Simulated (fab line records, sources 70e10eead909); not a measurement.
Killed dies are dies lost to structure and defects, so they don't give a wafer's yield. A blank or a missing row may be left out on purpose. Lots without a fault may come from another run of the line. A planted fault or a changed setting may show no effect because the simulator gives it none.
fab line records | flow nand_harc
record lots=6 wafers=18 last_day=25
route steps=1159 shown P_GATE@155 END@1159
lots that met no fault: from a run of the same line without faults
start_h: hours from the record's first day to the start of the lot's first wafer shown | wait_h: hours since the lot's step before | " the same as in the row above | L1.1+2: a row that stands for several wafers | - no value, or no start given | * or withheld: withheld | < > ~ a bound
route shown NAME@n: a module of which the file shows steps, and the number in the route of the first | usual: mean/standard deviation of fault-free wafers | same: alike in all rows | chamber/n: place in a boat | sites: the reading at each site | _std_site: their standard deviation | _edge_site: outer sites' mean less inner sites' | radius_mm: how far each site lies from the wafer's centre | mask NAME#n: copy n | behind: the tool/chamber that last shaped the wafer | hold: why the lot was held/for how many hours/how that ended | device: the transistor (n, p or np) that didn't switch | end of line: the same wafers' tests at the end of the route | a step without rows: its recipe alone | killed: dies lost to structure and defects at the first sort, not the wafer's yield | map: a wafer's dies, x killed, . not, _ none there
set.NAME: the setting as run; set.NAME@STEP: as run at that earlier step | model.NAME: the simulator's own value behind a step, which no gauge read
lots at some steps of the route; a table a step, a row a wafer
services: from which hour (start_h, from the record's first day; less than 0 if before it) a tool's chamber was out of use, for how many hours, and why
## steps
# step NHARC_P_GATE_ALD_36
# recipe target_thk_a=200 pulse_time_s=60 ald_cycles=223 temp_c=400 material=SiNx
# usual heater_power_w=843/120 precursor_pulse_height_rel=0.998/0.019
# same ald_cycles=223
# columns lot.wafer tool chamber start_h wait_h heater_power_w precursor_pulse_height_rel
L861.2 ald_sin-01 3 108.65 - 715 0.986
L861.5 " 2 111.81 - 807 0.994
L861.6 " 3 112.87 - 727 1.023
L863.3 ald_sin-02 0 124.93 - 1025 0.971
L863.2 " 1 125.97 - 1073 0.990
L863.5 " 3 128.06 - 893 0.962
L865.3 ald_sin-01 1 134.10 - 799 0.979
L865.4 " 2 135.15 - 796 1.006
L865.6 " 1 138.31 - 781 0.979
L868.1 ald_sin-02 2 150.28 - 827 1.000
L868.2 " 0 152.37 - 1026 1.000
L868.3 " 1 153.41 - 1089 1.034
L876.4 ald_sin-02 1 198.59 - 1086 0.984
L876.3 " 2 199.63 - 839 0.998
L876.5 " 1 202.76 - 1092 0.989
L881.2 ald_sin-01 0 231.07 - 691 0.973
L881.1 " 2 233.14 - 729 0.988
L881.5 " 3 234.18 - 719 0.981
# step NHARC_P_GATE_ETCHBACK_37
# recipe target_depth_a=345 time_s=17.2 chf3_flow_sccm=50 o2_flow_sccm=10 ar_flow_sccm=200 rf_w=500 bias_w=200 chemistry=CHF3/O2
# usual drypump_motor_current_A=5.8/0.36 oes_product_au=0.96/0.037 rf_fwd_power_W=489.9/2.4 rf_vpp_V=370.7/1.7 showerhead_plenum_p_Torr=2.41/0.063 throttle_valve_pct=20.571/0.0085
# columns lot.wafer tool chamber start_h wait_h drypump_motor_current_A oes_product_au rf_fwd_power_W rf_hours_counter_h rf_vpp_V showerhead_plenum_p_Torr throttle_valve_pct
L861.2 rie_diel-05 3 - - 5.7 0.94 488.8 22 372.3 2.47 20.593
L861.5 " 0 " " 6.0 0.92 497.1 - 371.4 2.44 20.580
L861.6 " 1 " " 5.8 0.95 489.9 - 369.1 2.36 20.571
L863.2 rie_diel-05 0 - - 5.9 0.98 493.4 24 371.2 2.44 20.564
L863.3 " 2 " " 6.1 1.00 486.7 26 368.9 2.36 20.561
L863.5 " 3 " " 5.7 1.00 488.9 - 372.6 2.47 20.548
L865.3 rie_diel-08 0 - - 6.1 0.98 488.7 5 366.6 2.29 20.576
L865.4 " 2 " " 5.9 1.01 491.7 5 371.4 2.49 20.574
L865.6 " 1 " " 5.0 1.03 484.8 - 369.8 2.36 20.563
L868.2 rie_diel-05 0 - - 5.9 0.91 493.7 27 370.3 2.44 20.558
L868.3 " 1 " " 5.8 0.93 488.8 29 371.4 2.36 20.572
L868.1 " 2 " " 6.1 0.93 487.2 30 369.3 2.35 20.573
L876.4 rie_diel-08 0 - - 6.1 0.90 491.9 31 367.3 2.28 20.584
L876.3 " 2 " " 5.9 0.93 489.4 27 372.3 2.48 20.567
L876.5 " 1 " " 5.1 0.93 488.2 - 369.5 2.35 20.570
L881.1 rie_diel-08 0 - - 6.1 0.98 490.7 38 367.8 2.28 20.561
L881.2 " 1 " " 5.0 1.00 487.1 37 370.9 2.35 20.576
L881.5 " 0 " " 6.1 0.97 492.1 - 367.3 2.28 20.578
# step NHARC_P_GATE_STRIP_101
# recipe time_s=20 o2_flow_sccm=500 ar_flow_sccm=0 bias_w=0 chemistry=O2
# usual drypump_motor_current_A=5.8/0.35 oes_product_au=0.999/0.013 rf_vpp_V=57.7/0.88 showerhead_plenum_p_Torr=3.53/0.093 throttle_valve_pct=17.036/0.0092
# columns lot.wafer tool chamber start_h wait_h drypump_motor_current_A oes_product_au rf_hours_counter_h rf_vpp_V showerhead_plenum_p_Torr throttle_valve_pct
L861.2 rie_diel-05 3 117.20 0.1 5.7 1.003 22 58.7 3.62 17.016
L861.6 " 0 " " 6.0 0.990 - 57.7 3.58 17.049
L861.5 " 1 " " 5.8 1.013 - 56.5 3.47 17.032
L863.2 rie_diel-05 3 132.54 0.1 5.7 0.994 25 57.9 3.62 17.032
L863.3 " 1 " " 5.8 1.002 26 57.0 3.47 17.048
L863.5 " 3 " " 5.7 1.004 - 58.5 3.62 17.040
L865.4 rie_diel-08 1 142.69 0.1 5.0 1.025 4 59.9 3.47 17.044
L865.3 " 2 " " 5.9 0.998 5 57.6 3.66 17.031
L865.6 " 0 " " 6.1 0.970 - 56.8 3.37 17.048
L868.2 rie_diel-05 0 159.82 0.1 6.0 0.986 27 56.9 3.58 17.027
L868.3 " 1 " " 5.8 1.000 29 58.2 3.46 17.047
L868.1 " 3 " " 5.7 1.000 28 58.1 3.62 17.033
L876.3 rie_diel-08 3 208.60 0.4 5.3 0.990 34 57.5 3.64 17.040
L876.4 " 1 " " 5.1 1.002 29 56.2 3.45 17.042
L876.5 " 0 " " 6.2 0.975 - 57.3 3.35 17.032
L881.1 rie_diel-08 0 239.56 0.1 6.1 0.980 38 57.7 3.35 17.042
L881.2 " 3 " " 5.3 0.981 42 56.4 3.63 17.040
L881.5 " 0 " " 6.1 0.975 - 55.8 3.35 17.040
# step NHARC_P_GATE_PRECLEAN_97
# recipe time_s=600 temp_c=120 chemistry=SPM
# step NHARC_P_GATE_SRD_98
# step NHARC_P_GATE_PRECLEAN_99
# recipe time_s=* temp_c=50 bath_age_min=0 chemistry=SC1
# step NHARC_P_GATE_SRD_100
# step NHARC_P_GATE_DEHYDRATE_38
# recipe temp_c=150 time_s=120
# step NHARC_P_GATE_HMDS_39
# recipe time_s=30
# step NHARC_P_GATE_COAT_40
# recipe spin_rpm=3000
# step NHARC_P_GATE_SOFTBAKE_41
# recipe temp_c=122 time_s=95
# step NHARC_P_GATE_EBR_42
# step NHARC_P_GATE_EXPOSE_43
# recipe na=0.6 target_cd_nm=720 dose_mj=14.81 mask_id=P_NSD
# usual exposure_dose_mJ_cm2=14.810/0.015 reticle_temp_C=22.98/0.1
# columns lot.wafer tool chamber start_h wait_h mask exposure_dose_mJ_cm2 reticle_temp_C
L861.2 krf_scanner-01 0 117.96 - P_NSD#0 14.814 23.01
L861.5 " 0 " " P_NSD#0 14.826 23.13
L861.6 " 0 " " P_NSD#0 14.801 23.16
L863.2 krf_scanner-01 0 133.18 - P_NSD#0 14.818 23.20
L863.3 " 0 " " P_NSD#0 14.790 23.02
L863.5 " 0 " " P_NSD#0 14.820 22.99
L865.3 krf_scanner-01 0 143.38 - P_NSD#0 14.798 22.97
L865.4 " 0 " " P_NSD#0 14.812 22.80
L865.6 " 0 " " P_NSD#0 14.819 23.06
L868.1 krf_scanner-01 0 160.59 - P_NSD#0 14.797 23.03
L868.2 " 0 " " P_NSD#0 14.788 22.99
L868.3 " 0 " " P_NSD#0 14.801 23.04
L876.3 krf_scanner-04 0 209.25 - P_NSD#0 14.834 22.96
L876.4 " 0 " " P_NSD#0 14.815 23.03
L876.5 " 0 " " P_NSD#0 14.838 22.97
L881.1 krf_scanner-03 0 240.34 - P_NSD#0 14.788 22.84
L881.2 " 0 " " P_NSD#0 14.821 22.95
L881.5 " 0 " " P_NSD#0 14.818 22.97
# step NHARC_P_GATE_PEB_44
# recipe peb_temp_c=118 peb_time_s=85
# step NHARC_P_GATE_DEVELOP_45
# recipe time_s=70
# step NHARC_P_GATE_CD_MEAS_46
# recipe target_cd_nm=720 landing_energy_ev=500
# usual cd_nm=720.6/2.1
# same landing_energy_ev=500
# columns lot.wafer tool chamber start_h wait_h hold cd_nm
L861.2 cd_sem-01 0 118.12 - - 717.3
L861.5 " 0 " " - 720.1
L861.6 " 0 " " - 715.9
L863.2 cd_sem-02 0 133.33 - - 720.4
L863.3 " 0 " " - 719.6
L863.5 " 0 " " - 721.1
L865.3 cd_sem-03 0 143.53 - await_dispo/0.2h/release 723.9
L865.4 " 0 " " await_dispo/0.2h/release 728.6
L865.6 " 0 " " await_dispo/0.2h/release 735.9
L865.3 cd_sem-03 0 - - - 724.1
L865.4 " 0 " " - 728.4
L865.6 " 0 " " - 735.9
L868.1 cd_sem-02 0 160.74 - await_dispo/0.2h/release 731.1
L868.2 " 0 " " await_dispo/0.2h/release 730.1
L868.3 " 0 " " await_dispo/0.2h/release 728.9
L868.1 cd_sem-02 0 - - - 731.4
L868.2 " 0 " " - 730.4
L868.3 " 0 " " - 728.8
L876.3 cd_sem-03 0 209.41 - - 718.7
L876.4 " 0 " " - 715.8
L876.5 " 0 " " - 720.2
L881.1 cd_sem-03 0 240.50 - - 719.0
L881.2 " 0 " " - 717.6
L881.5 " 0 " " - 724.0
# step NHARC_P_GATE_DESCUM_48
# recipe time_s=3 o2_flow_sccm=200 ar_flow_sccm=0 bias_power_w=0 chemistry=O2
# usual drypump_motor_current_A=5.8/0.39 oes_product_au=1.001/0.012 rf_vpp_V=57.7/0.86 showerhead_plenum_p_Torr=1.92/0.056 throttle_valve_pct=11.312/0.0086
# same bias_power_w=0
# columns lot.wafer tool chamber start_h wait_h drypump_motor_current_A oes_product_au rf_hours_counter_h rf_vpp_V showerhead_plenum_p_Torr throttle_valve_pct model.P_GATE.cd_nm
L861.2 rie_diel-08 3 118.29 - 5.3 0.997 40 58.5 1.99 11.320 716.3
L861.5 " 2 " " 5.9 1.019 - 58.1 1.99 11.309 720.3
L861.6 " 3 " " 5.3 0.990 - 57.4 1.99 11.326 715.2
L863.2 rie_diel-05 0 133.52 - 6.0 0.976 25 58.0 1.94 11.300 721.1
L863.3 " 1 " " 5.8 1.014 26 59.6 1.88 11.322 720.8
L863.5 " 2 " " 6.1 0.991 - 57.4 1.88 11.314 721.9
L865.3 rie_diel-05 3 149.01 - 5.7 1.012 26 58.1 1.97 11.298 724.1
L865.6 " 0 " " 6.0 0.993 - 58.3 1.94 11.305 735.9
L865.4 " 3 " " 5.7 1.016 - 58.2 1.97 11.304 728.5
L868.1 rie_diel-02 3 171.12 - 6.2 1.015 0 58.5 1.93 11.306 730.8
L868.3 " 1 " " 6.0 0.997 0 57.1 2.00 11.323 729
L868.2 " 2 " " 5.9 1.005 0 56.3 1.85 11.324 730.9
L876.4 rie_diel-08 0 209.57 - 6.1 0.978 32 57.0 1.81 11.309 715.4
L876.3 " 3 " " 5.3 0.990 35 58.6 1.98 11.315 718.2
L876.5 " 0 " " 6.1 0.976 - 58.5 1.81 11.294 719.6
L881.1 rie_diel-02 1 240.68 - 6.0 0.989 32 56.9 1.99 11.323 719.2
L881.2 " 2 " " 5.9 0.997 32 56.5 1.84 11.320 717.8
L881.5 " 3 " " 6.2 1.003 - 58.5 1.92 11.327 723.3
# step NHARC_P_GATE_IMPLANT_49
# recipe energy_kev=30 dose_cm2=3e+15 tilt_deg=7
# step NHARC_END_SORT_01
# recipe temp_c=25
# usual killed_at_array=26/9.1 killed_at_other=0.7/0.9 killed_at_periphery=3.6/2.8 killed_dies=30/9.2 killed_open=3.0/1.9 killed_short=2.0/1.4
# same gross_dies=677
# columns lot.wafer tool chamber start_h wait_h killed_at_array killed_at_other killed_at_periphery killed_dies killed_open killed_short
L865.3 prober-02 0 522.67 3.1 21 1 4 26 1 2
L865.4 prober-02 0 523.48 3.4 30 3 3 36 2 0
L865.6 prober-02 0 525.09 4.0 23 2 3 28 4 2
L868.1 prober-01 0 523.34 2.5 28 2 2 32 3 3
L868.2 prober-01 0 524.13 2.8 23 0 1 24 5 2
L868.3 prober-01 0 524.93 3.1 22 1 0 23 5 4
# killed by level:class
L865.3 A_CHANNEL_HOLE_D1:chamber_film_flake=11 A_STAIRCASE:chamber_film_flake=5 P_STI:chamber_film_flake=2 A_ZERO_WELL:chamber_film_flake=2 P_CONTACT:geometric_particle:short=1 A_SOURCE_PLATE:geometric_particle:open=1 A_ONON_D1:geometric_particle:short=1 P_GATE:chamber_film_flake=1
L868.1 A_SLIT:chamber_film_flake=11 A_CHANNEL_HOLE_D1:chamber_film_flake=6 A_STAIRCASE:chamber_film_flake=5 A_CONTACT:chamber_film_flake=2 P_CONTACT:geometric_particle:open=1 A_CHANNEL_FILL_D1:geometric_particle:short=1 A_WL_FILL:geometric_particle:open=1 A_CONTACT:geometric_particle:open=1
L865.4 A_CHANNEL_HOLE_D1:chamber_film_flake=15 A_STAIRCASE:chamber_film_flake=7 A_ZERO_WELL:chamber_film_flake=3 THIN_TSV:chamber_film_flake=3 P_STI:chamber_film_flake=2 A_ONON_D1:geometric_particle:open=1 A_BLC:geometric_particle:open=1 P_GATE:chamber_film_flake=1
L868.2 A_SLIT:chamber_film_flake=8 A_CHANNEL_HOLE_D1:chamber_film_flake=3 A_STAIRCASE:chamber_film_flake=3 A_M0:geometric_particle:open=2 A_CHANNEL_FILL_D1:geometric_particle:open=1 A_SGD_CUT:geometric_particle:open=1 A_WL_FILL:geometric_particle:open=1 A_BLC:geometric_particle:short=1
L868.3 A_SLIT:chamber_film_flake=6 A_STAIRCASE:chamber_film_flake=4 A_CHANNEL_HOLE_D1:chamber_film_flake=3 A_CHANNEL_FILL_D1:geometric_particle:open=2 A_CHANNEL_FILL_D1:geometric_particle:short=2 A_WL_FILL:geometric_particle:short=2 A_CONTACT:geometric_particle:open=2 A_WL_FILL:geometric_particle:open=1
L865.6 A_CHANNEL_HOLE_D1:chamber_film_flake=11 A_STAIRCASE:chamber_film_flake=5 A_M0:geometric_particle:open=2 P_STI:chamber_film_flake=2 A_CONTACT:chamber_film_flake=2 THIN_TSV:chamber_film_flake=2 P_M0:geometric_particle:open=1 A_ONON_D1:geometric_particle:short=1
## services
# columns tool chamber start_h hours kind
rie_diel-02 - 115.16 0.4 repair
ald_sin-01 3 121.65 1.6 repair
rie_diel-08 - 124.82 9.0 pm
krf_scanner-04 - 126.00 4.0 pm
ald_sin-02 3 132.81 6.8 repair
krf_scanner-01 - 133.51 0.7 repair
krf_scanner-03 - 133.60 0.2 repair
krf_scanner-01 - 135.99 4.1 repair
rie_diel-05 1 140.06 5.8 repair
ald_sin-01 - 146.47 10.0 pm
rie_diel-02 1 149.00 4.4 repair
krf_scanner-01 - 150.96 0.6 repair
rie_diel-02 - 151.47 9.0 pm
ald_sin-02 0 157.15 4.0 repair
krf_scanner-01 - 161.36 2.8 repair
rie_diel-05 - 163.69 9.0 pm
rie_diel-08 2 167.35 5.3 repair
krf_scanner-03 - 168.00 4.0 pm
rie_diel-05 1 181.30 29.0 repair
krf_scanner-04 - 182.24 1.3 repair
rie_diel-05 0 192.09 8.7 repair
ald_sin-02 - 230.46 10.0 pm
krf_scanner-01 - 237.84 1.5 repair
rie_diel-08 0 240.17 12.9 repair
## key
first_sign step=NHARC_P_GATE_CD_MEAS_46 reading=visit direction=added
effect step=NHARC_P_GATE_CD_MEAS_46 reading=cd_nm direction=up sigmas=4.3 usual=720.6 struck=729.8 wafers_moved=5
model_effect step=NHARC_P_GATE_DESCUM_48 value=P_GATE.cd_nm without=721.1 struck=729.9
met_at NHARC_P_GATE_EXPOSE_43
struck_wafers L865.3,L865.4,L865.6,L868.1,L868.2,L868.3
tester_left_out L865,L868
onset_between 133.18 143.38
fault kind=process_parameter_drift tool=krf_scanner-01 chamber=- onset_h=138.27 steps=NHARC_P_GATE_EXPOSE_43 channel=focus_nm offset=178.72 spread_by_wafer=0.3 shape=step end_h=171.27
# tester_left_out: of these lots the tester's yield and bins aren't shown, on N5 and GAA mostly nor the transistor test; their killed dies are dies lost to structure and defects alone, not to doping, threshold or leakage, so they don't give the yield
